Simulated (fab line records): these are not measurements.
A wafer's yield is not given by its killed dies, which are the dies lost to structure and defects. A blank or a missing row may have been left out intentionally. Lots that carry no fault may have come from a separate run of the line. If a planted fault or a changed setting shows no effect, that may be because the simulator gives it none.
Which tool is to blame? || flow nand harc || 12 lots, 36 wafers sampled, at 5 steps of a route of 1159

== WHAT THE GAUGES READ, wafer by wafer ==
NHARC_END_SORT_01. Usual: killed at array 25, standard deviation 9.2; killed at other 0.8, standard deviation 1.2; killed at periphery 3.9, standard deviation 2.6; killed dies 30, standard deviation 9.7; killed open 3.4, standard deviation 1.9; killed short 2.0, standard deviation 1.4.
{"lot": "L726", "measured": "day 22 04:17", "on": "prober-02", "killed at array": "674 673 669", "killed at other": "0 1 2", "killed at periphery": "3 3 6", "killed dies": "677 677 677", "killed open": "4 2 5", "killed short": "2 1 2", "flag": "OFF"}
{"lot": "L727", "measured": "day 22 04:14", "on": "prober-01", "killed at array": "677 675 677", "killed at other": "0 0 0", "killed at periphery": "0 2 0", "killed dies": "677 677 677", "killed open": "5 1 3", "killed short": "2 3 4", "flag": "OFF"}
{"lot": "L725", "measured": "day 22 12:47", "on": "prober-01", "killed at array": "674 671 669", "killed at other": "0 0 1", "killed at periphery": "3 6 7", "killed dies": "677 677 677", "killed open": "5 2 3", "killed short": "1 2 3", "flag": "OFF"}

== WHICH TOOL RAN EACH LOT (tool, then ch and the chambers of the sampled wafers, then the start) ==
{"lot": "L714", "NHARC_A_SLIT_ETCH_15": "rie diel-03 ch 0,1,2, day 15 11:58 or earlier", "NHARC_A_WL_FILL_ETCHBACK_05": "rie metal-01 ch 0,1, day 15 11:58", "NHARC_A_WL_FILL_ETCHBACK_16": "rie diel-12 ch 0,1,3, day 15 23:22", "NHARC_A_WL_FILL_CVD_20": "cvd w-01 ch 0, no start"}
{"lot": "L715", "NHARC_A_SLIT_ETCH_15": "rie diel-09 ch 0,2,3, day 15 14:04 or earlier", "NHARC_A_WL_FILL_ETCHBACK_05": "rie metal-03 ch 1, day 15 14:04", "NHARC_A_WL_FILL_ETCHBACK_16": "rie diel-06 ch 2,3, day 15 23:24", "NHARC_A_WL_FILL_CVD_20": "cvd w-02 ch 0, no start"}
{"lot": "L726", "NHARC_A_SLIT_ETCH_15": "rie diel-03 ch 0,2,3, day 17 22:05 or earlier", "NHARC_A_WL_FILL_ETCHBACK_05": "rie metal-01 ch 0,1, day 17 22:05", "NHARC_A_WL_FILL_ETCHBACK_16": "rie diel-12 ch 0,1,2, day 18 10:22", "NHARC_A_WL_FILL_CVD_20": "cvd w-02 ch 0,1, day 22 04:17 or earlier"}
{"lot": "L727", "NHARC_A_SLIT_ETCH_15": "rie diel-10 ch 2,3, day 17 21:36 or earlier", "NHARC_A_WL_FILL_ETCHBACK_05": "rie metal-03 ch 0,1, day 17 21:36", "NHARC_A_WL_FILL_ETCHBACK_16": "rie diel-07 ch 0,3, day 18 10:21", "NHARC_A_WL_FILL_CVD_20": "cvd w-01 ch 0,1, day 22 04:14 or earlier"}
{"lot": "L725", "NHARC_A_SLIT_ETCH_15": "rie diel-10 ch 0,1,3, day 18 06:38 or earlier", "NHARC_A_WL_FILL_ETCHBACK_05": "rie metal-03 ch 0,1, day 18 06:38", "NHARC_A_WL_FILL_ETCHBACK_16": "rie diel-12 ch 0,1, day 18 19:44", "NHARC_A_WL_FILL_CVD_20": "cvd w-01 ch 0,1, day 22 12:47 or earlier"}
{"lot": "L730", "NHARC_A_SLIT_ETCH_15": "rie diel-09 ch 1,2,3, day 18 21:41 or earlier", "NHARC_A_WL_FILL_ETCHBACK_05": "rie metal-03 ch 0,1, day 18 21:41", "NHARC_A_WL_FILL_ETCHBACK_16": "rie diel-12 ch 1,2,3, day 19 08:22", "NHARC_A_WL_FILL_CVD_20": "cvd w-01 ch 0,1, no start"}
{"lot": "L731", "NHARC_A_SLIT_ETCH_15": "rie diel-09 ch 0,1, day 19 04:33 or earlier", "NHARC_A_WL_FILL_ETCHBACK_05": "rie metal-01 ch 0,1, day 19 04:33", "NHARC_A_WL_FILL_ETCHBACK_16": "rie diel-07 ch 2,3, day 19 18:02", "NHARC_A_WL_FILL_CVD_20": "cvd w-01 ch 0,1, no start"}
{"lot": "L733", "NHARC_A_SLIT_ETCH_15": "rie diel-03 ch 0,1,3, day 19 22:25 or earlier", "NHARC_A_WL_FILL_ETCHBACK_05": "rie metal-01 ch 0,1, day 19 22:25", "NHARC_A_WL_FILL_ETCHBACK_16": "rie diel-06 ch 0,3, day 20 09:23", "NHARC_A_WL_FILL_CVD_20": "cvd w-01 ch 0,1, no start"}
{"lot": "L732", "NHARC_A_SLIT_ETCH_15": "rie diel-10 ch 2,3, day 19 23:47 or earlier", "NHARC_A_WL_FILL_ETCHBACK_05": "rie metal-01 ch 0,1, day 19 23:47", "NHARC_A_WL_FILL_ETCHBACK_16": "rie diel-07 ch 1,2,3, day 20 09:21", "NHARC_A_WL_FILL_CVD_20": "cvd w-02 ch 1, no start"}
{"lot": "L735", "NHARC_A_SLIT_ETCH_15": "rie diel-10 ch 0,1,2, day 20 02:57 or earlier", "NHARC_A_WL_FILL_ETCHBACK_05": "rie metal-01 ch 0,1, day 20 02:57", "NHARC_A_WL_FILL_ETCHBACK_16": "rie diel-06 ch 0,1,2, day 20 13:22", "NHARC_A_WL_FILL_CVD_20": "cvd w-02 ch 0,1, no start"}
{"lot": "L734", "NHARC_A_SLIT_ETCH_15": "rie diel-09 ch 0,1,3, day 20 03:11 or earlier", "NHARC_A_WL_FILL_ETCHBACK_05": "rie metal-02 ch 0,1, day 20 03:11", "NHARC_A_WL_FILL_ETCHBACK_16": "rie diel-12 ch 1,2,3, day 20 13:53", "NHARC_A_WL_FILL_CVD_20": "cvd w-01 ch 0,1, no start"}
{"lot": "L736", "NHARC_A_SLIT_ETCH_15": "rie diel-09 ch 0,1,2, day 21 07:32 or earlier", "NHARC_A_WL_FILL_ETCHBACK_05": "rie metal-03 ch 0,1, day 21 07:32", "NHARC_A_WL_FILL_ETCHBACK_16": "rie diel-07 ch 0,1,2, day 21 20:42", "NHARC_A_WL_FILL_CVD_20": "cvd w-02 ch 0,1, no start"}
- NHARC_A_SLIT_ETCH_15: etches the open film in O2/COS, target depth 3200 nm, time 832 s.
- NHARC_A_WL_FILL_ETCHBACK_05: etches the open film in Cl2/BCl3, target depth 22 nm, time 60 s.
- NHARC_A_WL_FILL_ETCHBACK_16: etches the open film in C4F8/O2/Ar, target depth 88 nm, time 17.6 s.
- NHARC_A_WL_FILL_CVD_20: deposits W, target thk 75 nm, time 5064 s.

== AS READ BY THE TOOLS THEMSELVES (means over the sampled wafers that have a number; for cases with no such wafer, the mark the record gives instead) ==
NHARC_A_SLIT_ETCH_15. Usual: drypump motor current A 5.6 A, standard deviation 0.36; oes product au 1.003 a.u., standard deviation 0.01; rf vpp V 314.7 V, standard deviation 2.1; showerhead plenum p Torr 3.16 Torr, standard deviation 0.14; throttle valve pct 28.331 %, standard deviation 0.0084.
{"lot": "L714", "tool": "rie diel-03", "drypump motor current A (A)": 5.8, "oes product au (a.u.)": 1.015, "rf vpp V (V)": 315.2, "showerhead plenum p Torr (Torr)": 3.19, "throttle valve pct (%)": 28.328, "flag": ""}
{"lot": "L715", "tool": "rie diel-09", "drypump motor current A (A)": 5.3, "oes product au (a.u.)": 1.000, "rf vpp V (V)": 316.0, "showerhead plenum p Torr (Torr)": 3.25, "throttle valve pct (%)": 28.335, "flag": ""}
{"lot": "L726", "tool": "rie diel-03", "drypump motor current A (A)": 5.8, "oes product au (a.u.)": 1.000, "rf vpp V (V)": 313.0, "showerhead plenum p Torr (Torr)": 3.08, "throttle valve pct (%)": 28.336, "flag": ""}
{"lot": "L727", "tool": "rie diel-10", "drypump motor current A (A)": 6.0, "oes product au (a.u.)": 1.012, "rf vpp V (V)": 314.0, "showerhead plenum p Torr (Torr)": 3.13, "throttle valve pct (%)": 28.327, "flag": ""}
{"lot": "L725", "tool": "rie diel-10", "drypump motor current A (A)": 5.7, "oes product au (a.u.)": 1.009, "rf vpp V (V)": 313.4, "showerhead plenum p Torr (Torr)": 3.06, "throttle valve pct (%)": 28.334, "flag": ""}
{"lot": "L730", "tool": "rie diel-09", "drypump motor current A (A)": 5.5, "oes product au (a.u.)": 0.994, "rf vpp V (V)": 316.1, "showerhead plenum p Torr (Torr)": 3.23, "throttle valve pct (%)": 28.327, "flag": ""}
{"lot": "L731", "tool": "rie diel-09", "drypump motor current A (A)": 5.5, "oes product au (a.u.)": 1.006, "rf vpp V (V)": 315.6, "showerhead plenum p Torr (Torr)": 3.22, "throttle valve pct (%)": 28.336, "flag": ""}
{"lot": "L733", "tool": "rie diel-03", "drypump motor current A (A)": 5.9, "oes product au (a.u.)": 1.012, "rf vpp V (V)": 314.9, "showerhead plenum p Torr (Torr)": 3.16, "throttle valve pct (%)": 28.335, "flag": ""}
{"lot": "L732", "tool": "rie diel-10", "drypump motor current A (A)": 6.1, "oes product au (a.u.)": 1.010, "rf vpp V (V)": 313.9, "showerhead plenum p Torr (Torr)": 3.12, "throttle valve pct (%)": 28.329, "flag": ""}
{"lot": "L735", "tool": "rie diel-10", "drypump motor current A (A)": 5.4, "oes product au (a.u.)": 0.998, "rf vpp V (V)": 314.7, "showerhead plenum p Torr (Torr)": 3.16, "throttle valve pct (%)": 28.328, "flag": ""}
{"lot": "L734", "tool": "rie diel-09", "drypump motor current A (A)": 5.6, "oes product au (a.u.)": 0.997, "rf vpp V (V)": 316.6, "showerhead plenum p Torr (Torr)": 3.25, "throttle valve pct (%)": 28.329, "flag": ""}
{"lot": "L736", "tool": "rie diel-09", "drypump motor current A (A)": 5.4, "oes product au (a.u.)": 0.998, "rf vpp V (V)": 315.8, "showerhead plenum p Torr (Torr)": 3.20, "throttle valve pct (%)": 28.327, "flag": ""}

NHARC_A_WL_FILL_ETCHBACK_05. Usual: chamber pressure mTorr 10.001 mTorr, standard deviation 0.009; drypump motor current A 5.9 A, standard deviation 0.36; oes product au 1.001 a.u., standard deviation 0.011.
{"lot": "L714", "tool": "rie metal-01", "chamber pressure mTorr (mTorr)": 10.005, "drypump motor current A (A)": 5.7, "oes product au (a.u.)": 1.015, "flag": ""}
{"lot": "L715", "tool": "rie metal-03", "chamber pressure mTorr (mTorr)": 9.998, "drypump motor current A (A)": 6.0, "oes product au (a.u.)": 0.997, "flag": ""}
{"lot": "L726", "tool": "rie metal-01", "chamber pressure mTorr (mTorr)": 10.006, "drypump motor current A (A)": 5.7, "oes product au (a.u.)": 1.006, "flag": ""}
{"lot": "L727", "tool": "rie metal-03", "chamber pressure mTorr (mTorr)": 10.007, "drypump motor current A (A)": 6.3, "oes product au (a.u.)": 1.003, "flag": ""}
{"lot": "L725", "tool": "rie metal-03", "chamber pressure mTorr (mTorr)": 10.004, "drypump motor current A (A)": 6.2, "oes product au (a.u.)": 1.003, "flag": ""}
{"lot": "L730", "tool": "rie metal-03", "chamber pressure mTorr (mTorr)": 10.003, "drypump motor current A (A)": 6.3, "oes product au (a.u.)": 0.984, "flag": ""}
{"lot": "L731", "tool": "rie metal-01", "chamber pressure mTorr (mTorr)": 10.005, "drypump motor current A (A)": 5.9, "oes product au (a.u.)": 0.997, "flag": ""}
{"lot": "L733", "tool": "rie metal-01", "chamber pressure mTorr (mTorr)": 10.003, "drypump motor current A (A)": 5.8, "oes product au (a.u.)": 1.003, "flag": ""}
{"lot": "L732", "tool": "rie metal-01", "chamber pressure mTorr (mTorr)": 10.006, "drypump motor current A (A)": 5.7, "oes product au (a.u.)": 1.010, "flag": ""}
{"lot": "L735", "tool": "rie metal-01", "chamber pressure mTorr (mTorr)": 9.996, "drypump motor current A (A)": 5.7, "oes product au (a.u.)": 1.012, "flag": ""}
{"lot": "L734", "tool": "rie metal-02", "chamber pressure mTorr (mTorr)": 9.995, "drypump motor current A (A)": 5.6, "oes product au (a.u.)": 0.999, "flag": ""}
{"lot": "L736", "tool": "rie metal-03", "chamber pressure mTorr (mTorr)": 9.991, "drypump motor current A (A)": 6.3, "oes product au (a.u.)": 1.003, "flag": ""}

NHARC_A_WL_FILL_ETCHBACK_16. Usual: bias w 799.9 W, standard deviation 2.5; chamber pressure mTorr 24.998 mTorr, standard deviation 0.024; oes product au 0.98 a.u., standard deviation 0.035; rf vpp V 725 V, standard deviation 4.9.
{"lot": "L714", "tool": "rie diel-12", "bias w (W)": 799.9, "chamber pressure mTorr (mTorr)": 25.021, "oes product au (a.u.)": 0.93, "rf vpp V (V)": 724, "flag": ""}
{"lot": "L715", "tool": "rie diel-06", "bias w (W)": 796.4, "chamber pressure mTorr (mTorr)": 24.986, "oes product au (a.u.)": 0.98, "rf vpp V (V)": 730, "flag": ""}
{"lot": "L726", "tool": "rie diel-12", "bias w (W)": "-", "chamber pressure mTorr (mTorr)": "-", "oes product au (a.u.)": "-", "rf vpp V (V)": "-", "flag": "OFF"}
{"lot": "L727", "tool": "rie diel-07", "bias w (W)": "-", "chamber pressure mTorr (mTorr)": "-", "oes product au (a.u.)": "-", "rf vpp V (V)": "-", "flag": "OFF"}
{"lot": "L725", "tool": "rie diel-12", "bias w (W)": "-", "chamber pressure mTorr (mTorr)": "-", "oes product au (a.u.)": "-", "rf vpp V (V)": "-", "flag": "OFF"}
{"lot": "L730", "tool": "rie diel-12", "bias w (W)": 798.2, "chamber pressure mTorr (mTorr)": 25.011, "oes product au (a.u.)": 1.00, "rf vpp V (V)": 725, "flag": ""}
{"lot": "L731", "tool": "rie diel-07", "bias w (W)": 799.9, "chamber pressure mTorr (mTorr)": 25.003, "oes product au (a.u.)": 1.00, "rf vpp V (V)": 719, "flag": ""}
{"lot": "L733", "tool": "rie diel-06", "bias w (W)": 802.8, "chamber pressure mTorr (mTorr)": 24.964, "oes product au (a.u.)": 1.00, "rf vpp V (V)": 722, "flag": ""}
{"lot": "L732", "tool": "rie diel-07", "bias w (W)": 801.5, "chamber pressure mTorr (mTorr)": 24.993, "oes product au (a.u.)": 0.97, "rf vpp V (V)": 721, "flag": ""}
{"lot": "L735", "tool": "rie diel-06", "bias w (W)": 799.0, "chamber pressure mTorr (mTorr)": 24.988, "oes product au (a.u.)": 1.01, "rf vpp V (V)": 725, "flag": ""}
{"lot": "L734", "tool": "rie diel-12", "bias w (W)": 801.0, "chamber pressure mTorr (mTorr)": 24.981, "oes product au (a.u.)": 1.00, "rf vpp V (V)": 725, "flag": ""}
{"lot": "L736", "tool": "rie diel-07", "bias w (W)": 801.9, "chamber pressure mTorr (mTorr)": 25.019, "oes product au (a.u.)": 0.99, "rf vpp V (V)": 723, "flag": ""}

NHARC_A_WL_FILL_CVD_20. Usual: heater power w 506 W, standard deviation 50; throttle valve pct 8.3 %, standard deviation 0.33.
{"lot": "L714", "tool": "cvd w-01", "heater power w (W)": 432, "throttle valve pct (%)": 8.3, "flag": ""}
{"lot": "L715", "tool": "cvd w-02", "heater power w (W)": 606, "throttle valve pct (%)": 8.0, "flag": ""}
{"lot": "L726", "tool": "cvd w-02", "heater power w (W)": 519, "throttle valve pct (%)": 8.4, "flag": ""}
{"lot": "L727", "tool": "cvd w-01", "heater power w (W)": 493, "throttle valve pct (%)": 8.3, "flag": ""}
{"lot": "L725", "tool": "cvd w-01", "heater power w (W)": 470, "throttle valve pct (%)": 8.3, "flag": ""}
{"lot": "L730", "tool": "cvd w-01", "heater power w (W)": 466, "throttle valve pct (%)": 8.2, "flag": ""}
{"lot": "L731", "tool": "cvd w-01", "heater power w (W)": 490, "throttle valve pct (%)": 8.3, "flag": ""}
{"lot": "L733", "tool": "cvd w-01", "heater power w (W)": 460, "throttle valve pct (%)": 8.3, "flag": ""}
{"lot": "L732", "tool": "cvd w-02", "heater power w (W)": 499, "throttle valve pct (%)": 8.7, "flag": ""}
{"lot": "L735", "tool": "cvd w-02", "heater power w (W)": 547, "throttle valve pct (%)": 8.1, "flag": ""}
{"lot": "L734", "tool": "cvd w-01", "heater power w (W)": 502, "throttle valve pct (%)": 8.2, "flag": ""}
{"lot": "L736", "tool": "cvd w-02", "heater power w (W)": 553, "throttle valve pct (%)": 8.2, "flag": ""}

== THE ANSWER, worked out from the rows above alone ==
Rule: take the mean of a lot's wafers that have a number; if it is more than 3 standard deviations from the usual mean, the lot is off. Also off: a lot with no number at a reading for which 4 or more lots have one. Where the step has rows for the other lots, those lots are counted as sound. After the gauges, taken in route order, come the tools' own readings; for these a lot's mean is taken, as printed above. At the first step where some lot is off, the reading lying furthest off is the one used; lots without a number count as furthest.
Off: L726, L727, L725 (NHARC_END_SORT_01, killed at array). Neither off nor sound, because the step has no rows for them: L714, L715, L730, L731, L733, L732, L735, L734, L736.
If a tool, at a process step before that reading, ran all the lots that are off and no sound lot after the first of them, it fits. The gauges at NHARC_END_SORT_01 aren't tried: what is off there is off at NHARC_A_WL_FILL_ETCHBACK_16 too, on other tools, and a gauge's error can't cause that. NHARC_A_SLIT_ETCH_15: start missing for some lots; hours and lot order therefore follow NHARC_A_WL_FILL_ETCHBACK_05. NHARC_A_WL_FILL_CVD_20: start missing for some lots; hours and lot order therefore follow NHARC_END_SORT_01. No candidate that was tried fits.

== WHAT THE SIMULATOR HAD PUT IN ==
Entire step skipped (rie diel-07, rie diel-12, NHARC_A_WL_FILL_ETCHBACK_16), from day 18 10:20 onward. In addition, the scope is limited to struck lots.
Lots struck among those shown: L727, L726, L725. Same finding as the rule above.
